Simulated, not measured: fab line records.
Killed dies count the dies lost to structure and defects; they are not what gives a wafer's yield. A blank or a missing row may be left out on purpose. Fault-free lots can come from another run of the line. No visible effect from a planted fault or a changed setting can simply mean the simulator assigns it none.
fab line records	flow nandHarc
record lots=6	wafers=18	lastDay=28
route steps=1159 shown A_BLC@987 A_M0@994 END@1159
lots that met no fault: taken from a fault-free run of the same line
startH: hours from the record's opening day to when the first of the lot's shown wafers began	waitH: hours from the lot's prior step to this one	" unchanged from the row above	L1.1+2: a single row standing in for several wafers	- no value, or no start given	* or withheld: withheld	< > ~ a bound
route shown NAME@n: NAME is a module with steps in the file, n the number in the route of the first one	usual: mean/standard deviation taken from wafers without a fault	same: alike in all rows	chamber/n: place in a boat	sites: each site's reading	_std_site: how widely they spread, as a standard deviation	_edge_site: outer sites' mean less inner sites'	radiusMm: for every site, how far away it sits from the centre of the wafer	mask NAME#n: copy n	behind: the last tool/chamber to shape the wafer	hold: reason for holding the lot/hours on hold/outcome of the hold	device: whichever transistor did not switch (one of n, p or np)	end of line: tests of these same wafers at the route's end	where a step has no rows: the recipe by itself	killed: dies that structure and defects cost at the first sort, which is not the same as the wafer's yield	map: a wafer's dies, x killed, . not, _ none there
set.NAME: setting as actually run; set.NAME@STEP: the setting as run at that earlier step	model.NAME: the simulator's own value behind a step, which no gauge read
lots at selected steps of the route; one table per step, one row per wafer
services: when a tool's chamber went out of use (startH, in hours from the record's first day, below 0 if earlier), for how many hours, and the reason
## steps
# step NHARC_A_BLC_PVD_32
# recipe targetThkA=50	chamberPressurePa=5	powerW=5000	substrateTempC=200	timeS=17.7	material=Ti
# usual throttleValvePct=29.7/0.84
# same timeS=17.7
lot.wafer	tool	chamber	startH	waitH	throttleValvePct
L761.2	pvdSputter-02	-	-	-	29.5
L761.3	"	-	"	"	29.0
L761.5	"	-	"	"	29.2
L767.1	pvdSputter-01	-	-	-	31.0
L767.4	"	-	"	"	30.1
L767.6	"	-	"	"	30.6
L771.4	pvdSputter-03	-	-	-	30.4
L771.3	"	-	"	"	28.6
L771.5	"	-	"	"	29.8
L772.3	pvdSputter-03	-	-	-	28.2
L772.6	"	-	"	"	28.2
L772.5	"	-	"	"	28.8
L770.4	pvdSputter-03	-	583.87	0.1	28.7
L770.2	"	-	"	"	30.2
L770.6	"	-	"	"	28.6
L781.3	pvdSputter-02	-	-	-	30.2
L781.4	"	-	"	"	28.3
L781.5	"	-	"	"	29.4
# step NHARC_A_BLC_ALD_23
# recipe targetThkA=30	pulseTimeS=1	aldCycles=150	tempC=450	material=TiN
# usual heaterPowerW=1059/100	precursorPulseHeightRel=0.998/0.018
lot.wafer	tool	chamber	startH	waitH	heaterPowerW	precursorPulseHeightRel
L761.2	aldMetal-04	0	496.60	-	981	1.016
L761.3	"	2	"	"	1146	1.010
L761.5	"	0	"	"	993	0.995
L767.4	aldMetal-03	0	533.79	-	936	1.003
L767.1	"	2	"	"	1050	0.998
L767.6	"	0	"	"	927	0.978
L771.4	aldMetal-03	1	539.04	-	1190	0.974
L771.3	"	2	"	"	1079	1.009
L771.5	"	2	"	"	1071	1.001
L772.3	aldMetal-03	2	552.02	-	1068	1.022
L772.6	"	2	"	"	1061	1.006
L772.5	"	3	"	"	1081	0.979
L770.2	aldMetal-04	0	584.03	0.1	1003	0.997
L770.4	"	1	"	"	1065	0.968
L770.6	"	0	"	"	999	0.982
L781.3	aldMetal-04	1	595.06	-	1061	1.011
L781.4	"	2	"	"	1087	1.037
L781.5	"	2	"	"	1127	1.007
# step NHARC_A_BLC_CVD_24
# recipe targetThkA=1500	tempC=300	pressureTorr=40	wf6FlowSccm=40	h2FlowSccm=1600	arFlowSccm=1560	timeS=434	material=W
# usual heaterPowerW=475/61	throttleValvePct=7.8/0.34
# same timeS=434
lot.wafer	tool	chamber	startH	waitH	heaterPowerW	throttleValvePct
L761.2	cvdW-02	0	-	-	456	7.6
L761.3	"	0	"	"	469	7.7
L761.5	"	1	"	"	498	7.9
L767.1	cvdW-02	0	-	-	448	7.7
L767.4	"	1	"	"	502	8.2
L767.6	"	0	"	"	456	7.5
L771.4	cvdW-02	0	-	-	472	7.5
L771.3	"	1	"	"	524	7.8
L771.5	"	1	"	"	499	8.1
L772.3	cvdW-02	1	-	-	517	7.5
L772.5	"	0	"	"	460	7.2
L772.6	"	1	"	"	528	7.5
L770.2	cvdW-01	1	-	-	352	8.4
L770.4	"	0	"	"	553	8.0
L770.6	"	0	"	"	541	8.2
L781.4	cvdW-02	0	-	-	464	7.1
L781.3	"	1	"	"	533	7.8
L781.5	"	1	"	"	526	7.7
# step NHARC_A_BLC_CMP_25
# recipe tOverpolishS=30	targetThkNm=150
# usual motorCurrentA=12.1/1.6	overpolishRunS=30.000/0.0089	slurryFlowMlMin=150.1/0.48	timeToEndpointS=30.4/2.7
lot.wafer	tool	chamber	startH	waitH	motorCurrentA	overpolishRunS	slurryFlowMlMin	timeToEndpointS
L761.2	cmp-01	0	523.81	0.5	12.8	30.005	150.1	32.9
L761.3	"	1	"	"	12.9	30.000	150.2	31.0
L761.5	"	2	"	"	11.1	30.010	150.4	33.6
L767.1	cmp-01	0	549.59	0.4	11.9	30.008	150.3	30.8
L767.4	"	2	"	"	11.4	29.994	150.0	29.8
L767.6	"	3	"	"	13.4	30.004	150.1	28.5
L771.3	cmp-03	2	554.12	0.3	11.0	29.996	150.0	28.9
L771.4	"	0	"	"	9.6	30.005	149.7	28.7
L771.5	"	2	"	"	11.1	30.005	150.3	28.8
L772.3	cmp-03	3	577.68	0.3	14.9	29.998	149.9	31.2
L772.6	"	0	"	"	10.0	29.986	149.9	35.3
L772.5	"	1	"	"	10.9	29.992	149.7	29.6
L770.2	cmp-01	3	600.51	0.4	14.1	29.994	149.5	33.1
L770.4	"	1	"	"	13.2	29.983	149.8	30.5
L770.6	"	3	"	"	13.4	30.007	149.7	32.8
L781.3	cmp-03	0	610.86	0.2	9.6	29.986	149.8	32.4
L781.4	"	2	"	"	11.6	30.000	150.1	29.5
L781.5	"	0	"	"	9.9	30.000	150.6	33.8
# step NHARC_A_BLC_SRD_27
# step NHARC_A_BLC_INSPECT_28
# usual rawDefectCount=426/120
lot.wafer	tool	chamber	startH	waitH	rawDefectCount
L761.2	defectInspect-02	-	524.16	0.1	342
L761.3	"	-	"	"	340
L761.5	"	-	"	"	472
L767.1	defectInspect-01	-	549.97	0.1	412
L767.4	"	-	"	"	460
L767.6	"	-	"	"	528
L771.3	defectInspect-02	-	554.53	0.1	440
L771.4	"	-	"	"	475
L771.5	"	-	"	"	380
L772.3	defectInspect-01	-	578.01	0.1	404
L772.5	"	-	"	"	521
L772.6	"	-	"	"	384
L770.2	defectInspect-02	-	600.89	0.1	550
L770.4	"	-	"	"	436
L770.6	"	-	"	"	443
L781.3	defectInspect-01	-	611.27	0.1	424
L781.4	"	-	"	"	332
L781.5	"	-	"	"	400
# step NHARC_A_M0_DEP_00
# recipe targetThkA=1500	targetThkNm=150	tempC=withheld	pressureTorr=5	flowSccm=200	rfW=600	material=SiOC
# step NHARC_A_M0_DEHYDRATE_01
# recipe tempC=150	timeS=120
# step NHARC_A_M0_HMDS_02
# recipe timeS=30
# step NHARC_A_M0_COAT_33
# recipe tempC=200	timeS=65
# step NHARC_A_M0_COAT_03
# recipe spinRpm=1500	resistThkNm=90
# step NHARC_A_M0_SOFTBAKE_04
# recipe tempC=105	timeS=55
# usual heaterPowerTotalW=188.46/0.14
# same timeS=55
lot.wafer	tool	chamber	startH	waitH	heaterPowerTotalW
L761.2	lithoTrack-04	0	524	-	188.68
L761.3	"	0	"	"	188.73
L761.5	"	0	"	"	188.83
L767.1	lithoTrack-06	0	550	-	188.37
L767.4	"	0	"	"	188.48
L767.6	"	0	"	"	188.35
L771.3	lithoTrack-06	0	555	-	193.56
L771.4	"	0	"	"	193.65
L771.5	"	0	"	"	193.65
L772.3	lithoTrack-06	0	578	-	193.69
L772.5	"	0	"	"	193.71
L772.6	"	0	"	"	193.85
L770.2	lithoTrack-04	0	601	-	188.30
L770.4	"	0	"	"	188.26
L770.6	"	0	"	"	188.69
L781.3	lithoTrack-04	0	611	-	188.30
L781.4	"	0	"	"	188.59
L781.5	"	0	"	"	188.37
# step NHARC_A_M0_EBR_05
# step NHARC_END_SORT_01
# recipe tempC=25
# usual defectLimitedYield=95.1/1.7	killedAtArray=29/11	killedAtOther=0.5/0.85	killedAtPeriphery=3.0/2.3	killedDies=33/12	killedOpen=3.3/1.9	killedShort=2.0/1.5	sort_bin_2_pct=1.5/0.66	sort_bin_3_pct=0.25/0.21	sort_bin_4_pct=3.1/1.2	sortNPass=644/12	sortRimYieldPct=96.7/2	sortYieldPct=95.1/1.7
# same grossDies=677	sort_bin_5_pct[%]=0	sort_bin_6_pct[%]=0	sort_bin_7_pct[%]=0	sort_bin_8_pct[%]=0	sortRimNGross=106.00
lot.wafer	tool	chamber	startH	waitH	defectLimitedYield[%]	killedAtArray	killedAtOther	killedAtPeriphery	killedDies	killedOpen	killedShort	sort_bin_2_pct[%]	sort_bin_3_pct[%]	sort_bin_4_pct[%]	sortNPass	sortRimYieldPct[%]	sortYieldPct[%]
L761.2	prober-02	0	569.24	2.8	96.5	20	2	2	24	4	3	1.0	0	2.5	653	99.1	96.5
L761.3	prober-02	0	570.04	3.1	96.9	21	0	0	21	3	2	1.0	0	2.1	656	98.1	96.9
L761.5	prober-02	0	571.66	3.7	96.2	25	1	0	26	2	5	1.2	0.44	2.2	651	99.1	96.2
L767.1	prober-01	0	610.93	2.5	96.6	21	0	2	23	3	3	1.0	0.44	1.9	654	98.1	96.6
L767.4	prober-01	0	613.27	3.3	94.2	34	2	3	39	3	3	1.9	0.15	3.7	638	98.1	94.2
L767.6	prober-01	0	614.83	3.9	94.7	29	1	6	36	7	3	1.6	0.15	3.5	641	97.2	94.7
L772.3	prober-01	0	620.26	3.1	95.3	27	1	4	32	2	2	1.6	0.59	2.5	645	98.1	95.3
L772.5	prober-01	0	621.87	3.7	94.1	38	1	1	40	2	2	1.8	0.89	3.2	637	96.2	94.1
L772.6	prober-01	0	622.67	4.0	95.3	30	0	2	32	0	2	1.9	0.15	2.7	645	99.1	95.3
# killed by level:class
L761.2 A_CHANNEL_HOLE_D1:chamberFilmFlake=14 STARTING-WAFER:geometricParticle:short=2 A_STAIRCASE:chamberFilmFlake=2 P_CONTACT:geometricParticle:open=1 P_M0:geometricParticle:open=1 A_CHANNEL_HOLE_D1:geometricParticle:open=1 A_SLIT:geometricParticle:open=1 A_M0:geometricParticle:short=1
L761.3 A_CHANNEL_HOLE_D1:chamberFilmFlake=13 A_STAIRCASE:chamberFilmFlake=2 A_ONON_D1:geometricParticle:short=1 A_CHANNEL_FILL_D1:geometricParticle:open=1 A_STAIRCASE:geometricParticle:short=1 A_CONTACT:geometricParticle:open=1 A_BLC:geometricParticle:open=1 A_WL_FILL:chamberFilmFlake=1
L761.5 A_CHANNEL_HOLE_D1:chamberFilmFlake=15 A_CONTACT:chamberFilmFlake=3 A_ONON_D1:geometricParticle:short=2 A_WL_FILL:geometricParticle:short=2 A_SOURCE_PLATE:geometricParticle:short=1 A_SOURCE_PLATE:geometricParticle:open=1 A_ONON_D1:geometricParticle:open=1 HYBRID_BOND:chamberFilmFlake=1
L767.1 A_CHANNEL_HOLE_D1:chamberFilmFlake=11 A_STAIRCASE:chamberFilmFlake=2 A_WL_FILL:geometricParticle:short=1 P_M0:geometricParticle:open=1 A_ONON_D1:geometricParticle:short=1 A_CHANNEL_HOLE_D1:geometricParticle:short=1 A_CHANNEL_FILL_D1:geometricParticle:open=1 A_CONTACT:geometricParticle:open=1
L767.4 A_CHANNEL_HOLE_D1:chamberFilmFlake=23 A_WL_FILL:geometricParticle:short=2 A_CHANNEL_FILL_D1:chamberFilmFlake=2 A_STAIRCASE:chamberFilmFlake=2 A_WL_FILL:chamberFilmFlake=2 P_M0:geometricParticle:open=1 A_WL_FILL:geometricParticle:open=1 A_BLC:geometricParticle:open=1
L767.6 A_CHANNEL_HOLE_D1:chamberFilmFlake=17 A_CONTACT:geometricParticle:open=3 P_CONTACT:geometricParticle:open=2 A_CHANNEL_FILL_D1:chamberFilmFlake=2 A_STAIRCASE:chamberFilmFlake=2 A_CONTACT:chamberFilmFlake=2 P_CONTACT:geometricParticle:short=1 P_M2:geometricParticle:short=1
L772.3 A_SLIT:chamberFilmFlake=12 A_CHANNEL_HOLE_D1:chamberFilmFlake=8 A_M0:chamberFilmFlake=3 P_STI:chamberFilmFlake=2 P_CONTACT:geometricParticle:open=1 A_ONON_D1:geometricParticle:short=1 A_CONTACT:geometricParticle:open=1 P_ZERO_WELL:chamberFilmFlake=1
L772.5 A_SLIT:chamberFilmFlake=14 A_CHANNEL_HOLE_D1:chamberFilmFlake=11 A_M0:chamberFilmFlake=4 A_ZERO_WELL:chamberFilmFlake=2 A_STAIRCASE:chamberFilmFlake=2 A_CHANNEL_HOLE_D1:geometricParticle:short=1 A_WL_FILL:geometricParticle:short=1 A_WL_FILL:geometricParticle:open=1
L772.6 A_SLIT:chamberFilmFlake=16 A_CHANNEL_HOLE_D1:chamberFilmFlake=8 A_STAIRCASE:chamberFilmFlake=2 A_WL_FILL:chamberFilmFlake=2 A_CHANNEL_HOLE_D1:geometricParticle:short=1 A_WL_FILL:geometricParticle:short=1 P_STI:chamberFilmFlake=1 P_M2:chamberFilmFlake=1
## services
tool	chamber	startH	hours	kind
cmp-01	-	473.50	4.0	pm
cmp-01	-	477.50	-	consumableReplace:conditioner
cvdW-01	-	478.55	13.0	pm
lithoTrack-04	-	491.00	7.0	pm
pvdSputter-01	-	497.09	5.2	repair
aldMetal-03	-	500.00	10.0	pm
aldMetal-04	0	501.42	7.0	repair
pvdSputter-01	-	514.03	10.0	pm
pvdSputter-03	-	518.33	1.3	repair
cmp-03	-	548.05	4.0	pm
cmp-01	-	554.96	1.1	repair
cvdW-02	-	559.72	13.0	pm
cvdW-02	0	559.72	13.0	ventCycle
cvdW-02	1	559.72	13.0	ventCycle
pvdSputter-02	-	570.07	10.0	pm
cmp-01	-	571.50	4.0	pm
cvdW-02	0	572.72	-	clean
cvdW-02	1	572.72	-	clean
aldMetal-03	1	577.11	10.9	repair
cmp-01	-	583.75	0.5	repair
cmp-01	-	588.07	3.3	repair
aldMetal-03	2	598.81	3.9	repair
aldMetal-03	0	604.73	20.9	repair
aldMetal-03	-	611.60	2.2	repair
## key
firstSign step=NHARC_A_M0_SOFTBAKE_04	reading=heaterPowerTotalW	direction=up	sigmas=37	usual=*	struck=*
effect none on later readings
metAt NHARC_A_M0_SOFTBAKE_04
struckWafers L771.3,L771.4,L771.5,L772.3,L772.5,L772.6
onsetBetween 550 555
fault kind=processParameterDrift	tool=lithoTrack-06	chamber=-	onsetH=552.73	steps=NHARC_A_M0_SOFTBAKE_04	channel=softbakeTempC	offset=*	shape=step	endH=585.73	actsIn=*	stated=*
